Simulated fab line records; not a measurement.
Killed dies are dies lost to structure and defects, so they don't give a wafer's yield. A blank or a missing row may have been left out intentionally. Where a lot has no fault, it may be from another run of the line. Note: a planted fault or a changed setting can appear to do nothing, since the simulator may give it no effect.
Chamber matching || flow n5_finfet || N5_GATE_CUT_SAC_CAP_01 on ald_sin-03 has 4 sister chambers
The step material SiNx, target thk 24 nm, pulse time 1 s, ald cycles 480. 4 wafers are shown with their chamber, then 9 later ones without.

## EACH WAFER AND ITS CHAMBER
{"wafer": "L085.3", "chamber": 2, "heater_power_outer_w (W)": 550}
{"wafer": "L087.3", "chamber": 0, "heater_power_outer_w (W)": 396}
{"wafer": "L087.4", "chamber": 3, "heater_power_outer_w (W)": 469}
{"wafer": "L087.5", "chamber": 1, "heater_power_outer_w (W)": 546}

## WAFERS WITHOUT THEIR CHAMBER
{"wafer": "L090.1", "heater_power_outer_w (W)": 558}
{"wafer": "L090.2", "heater_power_outer_w (W)": 561}
{"wafer": "L090.6", "heater_power_outer_w (W)": 549}
{"wafer": "L095.1", "heater_power_outer_w (W)": 553}
{"wafer": "L095.2", "heater_power_outer_w (W)": 542}
{"wafer": "L095.3", "heater_power_outer_w (W)": 416}
{"wafer": "L095.4", "heater_power_outer_w (W)": 464}
{"wafer": "L095.5", "heater_power_outer_w (W)": 546}
{"wafer": "L095.6", "heater_power_outer_w (W)": 418}

## WHICH CHAMBER EACH WENT THROUGH
{"wafer": "L090.1", "from the rows above": "can't be placed: 2 or 1", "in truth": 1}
{"wafer": "L090.2", "from the rows above": "can't be placed: 2 or 1", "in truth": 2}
{"wafer": "L090.6", "from the rows above": "can't be placed: 2 or 1", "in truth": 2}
{"wafer": "L095.1", "from the rows above": "can't be placed: 2 or 1", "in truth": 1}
{"wafer": "L095.2", "from the rows above": "can't be placed: 1 or 2", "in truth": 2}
{"wafer": "L095.3", "from the rows above": 0, "in truth": 0}
{"wafer": "L095.4", "from the rows above": 3, "in truth": 3}
{"wafer": "L095.5", "from the rows above": "can't be placed: 1 or 2", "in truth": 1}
{"wafer": "L095.6", "from the rows above": 0, "in truth": 0}
Correctly placed: 3 of 9. Cannot be placed on the basis of these rows: 6; the candidates contain the true chamber in 6. Placed wrongly: 0.
How it was worked out, from the rows above alone: a wafer's distance from a chamber is the root of the sum, over the readings, of the square of ((its reading less the chamber's mean) divided by the reading's scatter). If the next closest chamber is less than 2 further off than the closest, the wafer can't be placed; otherwise it belongs to the closest. The mean given for a chamber averages the wafers shown for that chamber. The scatter: with one shown wafer a chamber, the root of the mean of the squares of how far each hidden wafer lies from its nearest shown one.
